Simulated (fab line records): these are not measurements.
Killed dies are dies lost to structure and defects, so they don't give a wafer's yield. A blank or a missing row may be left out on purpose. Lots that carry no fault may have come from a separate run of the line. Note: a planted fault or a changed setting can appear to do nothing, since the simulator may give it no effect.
Split-lot study | flow n5_finfet | 39 wafers read across 7 lots, on a route 1938 steps long

== ON THE SPLIT ==
At N5_BEOL_M4_TRENCH_ETCH_37 (etches SiOC in C4F6/O2, target depth 55.555 nm, time 29.2 s), the setting target_depth_a was moved away from the recipe's 555.55 angstrom on 18 of the 39 wafers read, by -16.4% to +32.9%. The other wafers ran this setting at the recipe's value.

== FROM THE SPLIT TO THE READING: what the file shows between them, 13 steps ==
- N5_BEOL_M4_ETCH_41: etches SiCN in CH3F/O2, target depth 29.9 nm, time 52.5 s
- N5_BEOL_M4_STRIP_97: strips in N2/H2, time 10 s
- N5_BEOL_M4_OCD_MEAS_38
- N5_BEOL_M4_HM_STRIP_39: strips TiN in peroxide tin strip, target depth 25 nm, time 158 s
- N5_BEOL_M4_SRD_40: time 30 s
- N5_BEOL_M4_ECD_50: material Cu, target thk 300 nm
- N5_BEOL_M4_ANNEAL_51: time 90 s
- N5_BEOL_M4_CMP_52: polishes, stops on SiOC, t overpolish 6.8 s, target thk 40 nm
- N5_BEOL_M4_THK_MEAS_53: measures by xrf
- N5_BEOL_M4_PRE_CLEAN_60: time 15 s
- N5_BEOL_M4_CO_CAP_55: material Co, precursor CCTBA/H2, target thk 2 nm, time 102.1 s
- N5_BEOL_M4_PRE_CLEAN_56: time 15 s
- N5_BEOL_M4_DEP_57: deposits SiCN from 3MS/NH3, target thk 8 nm, time 14 s

== THE READING ==
M4_RS in ohm/sq, measured at N5_BEOL_M4_RS_MEAS_58 by four-point-probe. Fault-free wafers of this fab line usually give 0.66 ohm/sq, standard deviation 0.049 ohm/sq.

wafer  | tool, chamber at the split | target_depth_a as run, angstrom | against the recipe | M4_RS, ohm/sq | against lot-mates on the recipe
L080.1 | rie_diel-04, 2             | 470.2                           | -15.4%             | 0.92          | +0.28
L080.2 | rie_diel-04, 1             | 555.55                          | recipe             | 0.64          | -
L080.3 | rie_diel-04, 3             | 555.55                          | recipe             | 0.69          | -
L080.4 | rie_diel-04, 0             | 555.55                          | recipe             | 0.60          | -
L080.5 | rie_diel-04, 1             | 470.2                           | -15.4%             | 0.92          | +0.28
L080.6 | rie_diel-04, 0             | 470.2                           | -15.4%             | 0.86          | +0.22
L081.1 | rie_diel-04, 0             | 555.55                          | recipe             | 0.63          | -
L081.2 | rie_diel-04, 3             | 669.1                           | +20.4%             | 0.48          | -0.15
L081.3 | rie_diel-04, 1             | 669.1                           | +20.4%             | 0.46          | -0.17
L081.4 | rie_diel-04, 2             | 669.1                           | +20.4%             | 0.45          | -0.18
L081.5 | rie_diel-04, 3             | 555.55                          | recipe             | 0.62          | -
L081.6 | rie_diel-04, 2             | 555.55                          | recipe             | 0.65          | -
L082.1 | rie_diel-03, 2             | 464.6                           | -16.4%             | 1.06          | +0.36
L082.2 | rie_diel-03, 0             | 555.55                          | recipe             | 0.69          | -
L082.3 | rie_diel-03, 1             | 464.6                           | -16.4%             | 1.08          | +0.38
L082.4 | rie_diel-03, 3             | 464.6                           | -16.4%             | 0.87          | +0.17
L082.5 | rie_diel-03, 1             | 555.55                          | recipe             | 0.69          | -
L082.6 | rie_diel-03, 0             | 555.55                          | recipe             | 0.72          | -
L083.1 | rie_diel-04, 3             | 555.55                          | recipe             | 0.76          | -
L083.2 | rie_diel-04, 1             | 555.55                          | recipe             | 0.69          | -
L083.3 | rie_diel-04, 0             | 660.3                           | +18.9%             | 0.51          | -0.20
L083.4 | rie_diel-04, 1             | 555.55                          | recipe             | 0.68          | -
L083.5 | rie_diel-04, 0             | 660.3                           | +18.9%             | 0.48          | -0.23
L083.6 | rie_diel-04, 3             | 660.3                           | +18.9%             | 0.54          | -0.17
L085.1 | rie_diel-03, 1             | 555.55                          | recipe             | 0.68          | -
L085.5 | rie_diel-03, 1             | 555.55                          | recipe             | 0.70          | -
L085.6 | rie_diel-03, 2             | 555.55                          | recipe             | 0.57          | -
L086.1 | rie_diel-04, 1             | 555.55                          | recipe             | 0.63          | -
L086.2 | rie_diel-04, 2             | 555.55                          | recipe             | 0.62          | -
L086.3 | rie_diel-04, 0             | 738.6                           | +32.9%             | 0.39          | -0.23
L086.4 | rie_diel-04, 0             | 555.55                          | recipe             | 0.60          | -
L086.5 | rie_diel-04, 2             | 738.6                           | +32.9%             | 0.39          | -0.23
L086.6 | rie_diel-04, 1             | 738.6                           | +32.9%             | 0.39          | -0.23
L089.1 | rie_diel-03, 1             | 555.55                          | recipe             | 0.62          | -
L089.2 | rie_diel-03, 2             | 706.1                           | +27.1%             | 0.41          | -0.21
L089.3 | rie_diel-03, 3             | 555.55                          | recipe             | 0.57          | -
L089.4 | rie_diel-03, 0             | 706.1                           | +27.1%             | 0.46          | -0.16
L089.5 | rie_diel-03, 0             | 555.55                          | recipe             | 0.67          | -
L089.6 | rie_diel-03, 3             | 706.1                           | +27.1%             | 0.40          | -0.22

FIT RESULTS
A straight line over all 39 wafers: M4_RS changes by -0.0109 ohm/sq for each +1% of target_depth_a; r = -0.92; the points scatter about the line by 0.071 ohm/sq.
The same after taking each lot's own level away (the mean of its wafers on the recipe; 39 wafers): -0.0101 ohm/sq for each +1%; r = -0.92; scatter 0.065 ohm/sq.
According to that fit, moving target_depth_a by its largest amount changes the reading by 0.33 ohm/sq.
The span of the lots' own levels, 0.617 to 0.710 ohm/sq, comes to 1.9 times the standard deviation stated above.
The two slopes are in agreement: the lot-to-lot level therefore moves the slope only a little.
Check: with one of the wafers moved furthest among these (+32.9%) left out of the fit, the line predicts -0.308 ohm/sq for it against its lot-mates. It came out at -0.227 ohm/sq against them.

== THE WHOLE CHAIN: every reading that the file lists as answering this split, in the file's order ==
step                      | what it does                                                  | reading                                                                      | change (the file's fit)               | r (the file's)
N5_BEOL_M4_TRENCH_ETCH_37 | etches SiOC in C4F6/O2, target depth 55.555 nm, time 29.2 s   | BEOL_M4.feature_depth_nm (the simulator's own value, which no gauge read)    | +0.56 nm for each +1% of the setting  | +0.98
N5_BEOL_M4_TRENCH_ETCH_37 | etches SiOC in C4F6/O2, target depth 55.555 nm, time 29.2 s   | etch.depth_nm (the simulator's own value, which no gauge read)               | +0.561 nm for each +1% of the setting | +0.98
N5_BEOL_M4_OCD_MEAS_38    |                                                               | trench_depth_nm                                                              | +0.559 nm for each +1% of the setting | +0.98
N5_BEOL_M4_CMP_52         | polishes, stops on SiOC, t overpolish 6.8 s, target thk 40 nm | Cu_of_BEOL_M4_ECD_50.thk_nm (the simulator's own value, which no gauge read) | +0.571 nm for each +1% of the setting | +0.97
N5_BEOL_M4_THK_MEAS_53    | measures by xrf                                               | M4_THK                                                                       | +0.584 for each +1% of the setting    | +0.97
N5_BEOL_M4_RS_MEAS_58     | measures by four-point-probe                                  | M4_RS                                                                        | -0.00931 for each +1% of the setting  | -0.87

== FILE'S OWN FIT ==
M4_RS changes by -0.00931 ohm/sq for each +1% of target_depth_a, r = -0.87.
